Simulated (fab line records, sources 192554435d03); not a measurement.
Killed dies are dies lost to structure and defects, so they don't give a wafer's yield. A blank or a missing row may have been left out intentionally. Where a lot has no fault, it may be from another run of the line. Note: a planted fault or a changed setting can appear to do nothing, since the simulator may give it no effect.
Matching of chambers + flow n5Finfet + rieDiel-05 running N5_BEOL_M14_DESCUM_33: 4 sister chambers
The step chemistry O2, time 7.9 s. 8 wafers are shown with their chamber, then 8 later ones without.

WAFERS WITH THEIR CHAMBER
| wafer  | chamber | drypumpMotorCurrentA (A) | throttleValvePct (%) |
|--------|---------|--------------------------|----------------------|
| L957.2 | 2       | 6.3                      | 20.62                |
| L957.5 | 1       | 6.2                      | 20.19                |
| L960.3 | 3       | 5.4                      | 20.60                |
| L960.4 | 1       | 6.1                      | 20.20                |
| L962.3 | 3       | 5.4                      | 20.61                |
| L962.4 | 2       | 6.3                      | 20.63                |
| L962.6 | 0       | 5.2                      | 20.21                |
| L969.2 | 0       | 5.2                      | 20.20                |

WAFERS MISSING THEIR CHAMBER
| wafer  | drypumpMotorCurrentA (A) | throttleValvePct (%) |
|--------|--------------------------|----------------------|
| L969.3 | 6.2                      | 20.22                |
| L969.6 | 5.3                      | 20.63                |
| L968.1 | 5.2                      | 20.22                |
| L968.2 | 6.2                      | 20.22                |
| L968.3 | 6.3                      | 20.28                |
| L971.1 | 6.1                      | 20.26                |
| L971.2 | 6.3                      | 20.30                |
| L971.6 | 6.3                      | 20.30                |

THE CHAMBER EACH PASSED THROUGH
| wafer  | from the rows above | in truth                   |
|--------|---------------------|----------------------------|
| L969.3 | 1                   | 1                          |
| L969.6 | 3                   | 3                          |
| L968.1 | 0                   | 0                          |
| L968.2 | 1                   | 1                          |
| L968.3 | 1                   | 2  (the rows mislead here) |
| L971.1 | 1                   | 1                          |
| L971.2 | 1                   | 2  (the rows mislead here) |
| L971.6 | 1                   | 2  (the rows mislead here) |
5 of 8 placed correctly. Left unplaced by these rows: 0. Number placed wrongly: 3.
How it was worked out, from the rows above alone: a wafer's distance from a chamber is the root of the sum, over the readings, of the square of ((its reading less the chamber's mean) divided by the reading's scatter). If the next closest chamber is less than 2 further off than the closest, the wafer can't be placed; otherwise it belongs to the closest. A chamber's mean is the mean of its shown wafers. The scatter is the square root of a quotient: the sum, over the shown wafers, of each reading's squared deviation from its chamber's mean, divided by wafers minus chambers.
